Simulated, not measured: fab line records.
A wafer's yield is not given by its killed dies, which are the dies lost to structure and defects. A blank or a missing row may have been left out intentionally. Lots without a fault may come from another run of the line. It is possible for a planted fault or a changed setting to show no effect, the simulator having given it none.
2 desks looking at one fault || flow nand harc || numbers are kept per desk, each desk with only its own; the story behind them comes last

== METROLOGY DESK ==
Means of the sampled wafers that have a number, per lot and without regard to the tool the lot ran on: this is what the gauges read. If a lot's mean is further than 4 standard deviations from the usual mean, the lot is out of limits and carries the mark OUT (the distance appears in the brackets).
Columns: A = cd nm at NHARC_A_SLIT_CD_MEAS_09, usual 299.5 nm
{"lot": "L847", "first seen here": "day 20 05:47", "A": 300.0}
{"lot": "L848", "first seen here": "day 20 21:25", "A": 298.9}
{"lot": "L849", "first seen here": "day 21 13:29", "A": 299.7}
{"lot": "L851", "first seen here": "day 22 09:46", "A": 298.9}
{"lot": "L853", "first seen here": "day 23 04:44", "A": 298.8}
{"lot": "L852", "first seen here": "day 23 05:02", "A": 299.4}
{"lot": "L854", "first seen here": "day 23 14:39", "A": 299.2}
{"lot": "L857", "first seen here": "day 24 03:27", "A": 299.8}
{"lot": "L858", "first seen here": "day 24 13:58", "A": 299.9}
{"lot": "L863", "first seen here": "day 26 00:43", "A": 299.4}
{"lot": "L864", "first seen here": "day 27 02:27", "A": 299.6}
{"lot": "L865", "first seen here": "day 27 11:01", "A": 299.3}
{"lot": "L869", "first seen here": "day 29 08:26", "A": 299.9}
This desk's verdict: no lot among the 13 shows anything out of limits.

== DESK OF THE TOOL OWNER: rtp anneal-01 ==
Per lot that ran on this tool, the mean of the sampled wafers carrying a number, from the tool's own readings at NHARC_A_WL_FILL_RTA_01 (time 5 s). If a lot's mean is further than 4 standard deviations from the usual mean, the lot is out of limits and carries the mark OUT (the distance appears in the brackets).
Columns: A = lamp power pct at NHARC_A_WL_FILL_RTA_01, usual 30.1 %; B = wafer_temp_C_max at NHARC_A_WL_FILL_RTA_01, usual 1003.7
{"lot": "L848", "first seen here": "day 21 10:52", "A": 28.5, "B": 1003.8}
{"lot": "L851", "first seen here": "day 22 23:18", "A": 28.5, "B": 1003.4}
{"lot": "L852", "first seen here": "day 23 18:32", "A": 28.5, "B": 1003.5}
{"lot": "L857", "first seen here": "day 24 20:16", "A": 28.5, "B": 1003.1}
{"lot": "L858", "first seen here": "day 25 03:58", "A": 28.5, "B": 1003.4}
{"lot": "L864", "first seen here": "day 27 15:56", "A": 25.8, "B": "966.7 (-46) OUT"}
{"lot": "L865", "first seen here": "day 28 00:33", "A": 25.8, "B": "967.1 (-46) OUT"}
Finding of this desk: L864, L865 out of limits; the first was L864 at day 27 15:56, on wafer_temp_C_max at NHARC_A_WL_FILL_RTA_01. L848, L851, L852, L857, L858: within limits.

== ALL TOGETHER ==
The tool owner's desk could have raised an alarm at day 27 15:56, on L864, L865.
Metrology desk: nothing out of limits seen.
The metrology desk has L864, L865 on record, within its limits.
All the named lots went through NHARC_A_WL_FILL_RTA_01 on rtp anneal-01.

== WHAT HAD BEEN PUT IN BY THE SIMULATOR ==
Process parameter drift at NHARC_A_WL_FILL_RTA_01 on rtp anneal-01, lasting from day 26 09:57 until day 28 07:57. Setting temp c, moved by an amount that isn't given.
Lots struck among those shown: L864, L865.
Time in hours from fault onset to the first out-of-limits reading at each desk: the tool owner's desk, 30.
